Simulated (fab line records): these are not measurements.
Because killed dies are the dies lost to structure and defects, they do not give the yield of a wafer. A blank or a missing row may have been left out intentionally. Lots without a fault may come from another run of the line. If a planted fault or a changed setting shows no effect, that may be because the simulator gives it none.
Chamber matching    flow n5_finfet    4 sister chambers for N5_DUMMY_GATE_ETCH_23 on rie_si-01
The step etches poly-Si in HBr/Cl2/O2, target depth 41 nm, time 22.3 s. 20 wafers are shown with their chamber, then 10 later ones without.

WAFERS PAIRED WITH THEIR CHAMBERS
wafer   chamber  drypump_motor_current_A (A)  oes_product_au (a.u.)
L078.1  2        6.2                          0.986
L078.2  0        5.4                          1.025
L078.3  1        5.4                          1.004
L078.4  3        6.5                          0.975
L078.5  2        6.2                          0.986
L078.6  1        5.4                          0.989
L082.1  1        5.4                          0.990
L082.2  0        5.4                          1.030
L082.6  0        5.4                          1.017
L083.4  2        6.2                          0.992
L083.5  0        5.4                          1.025
L083.6  3        6.5                          0.975
L085.1  2        6.2                          0.986
L085.4  3        6.6                          0.969
L085.5  1        5.3                          0.992
L088.1  3        6.5                          0.974
L088.2  0        5.4                          1.024
L088.3  2        6.2                          0.991
L088.4  2        6.2                          0.988
L088.5  3        6.5                          0.976

SIGNATURES (averages over the wafers above)
reading                  chamber 0  chamber 1  chamber 2  chamber 3  scatter within a chamber
drypump_motor_current_A  5.400      5.375      6.200      6.520      0.0311
oes_product_au           1.02420    0.99375    0.98817    0.97380    0.00432
Rule: a wafer's distance from a chamber is the root of the sum, over the readings, of the square of ((its reading less the chamber's mean) divided by the reading's scatter). The wafer belongs to the nearest chamber; if the next one is less than 2 further off, it can't be placed. The scatter is the square root of a quotient: the sum, over the shown wafers, of each reading's squared deviation from its chamber's mean, divided by wafers minus chambers.

WAFERS MISSING THEIR CHAMBER
wafer   drypump_motor_current_A (A)  oes_product_au (a.u.)
L088.6  5.4                          1.030
L091.1  5.4                          1.025
L091.3  6.5                          0.968
L091.6  6.5                          0.959
L093.1  6.2                          1.018
L093.4  5.3                          0.996
L093.6  5.4                          1.026
L094.2  5.4                          1.006
L094.3  5.4                          1.027
L094.6  6.2                          1.005

EACH ONE'S CHAMBER
wafer   from the rows above      in truth
L088.6  0                        0
L091.1  0                        0
L091.3  3                        3
L091.6  3                        3
L093.1  2                        2
L093.4  1                        1
L093.6  0                        0
L094.2  can't be placed: 1 or 0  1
L094.3  0                        0
L094.6  2                        2
Correct placement for 9 of the 10. Cannot be placed on the basis of these rows: 1; the candidates contain the true chamber in 1. Number placed wrongly: 0.
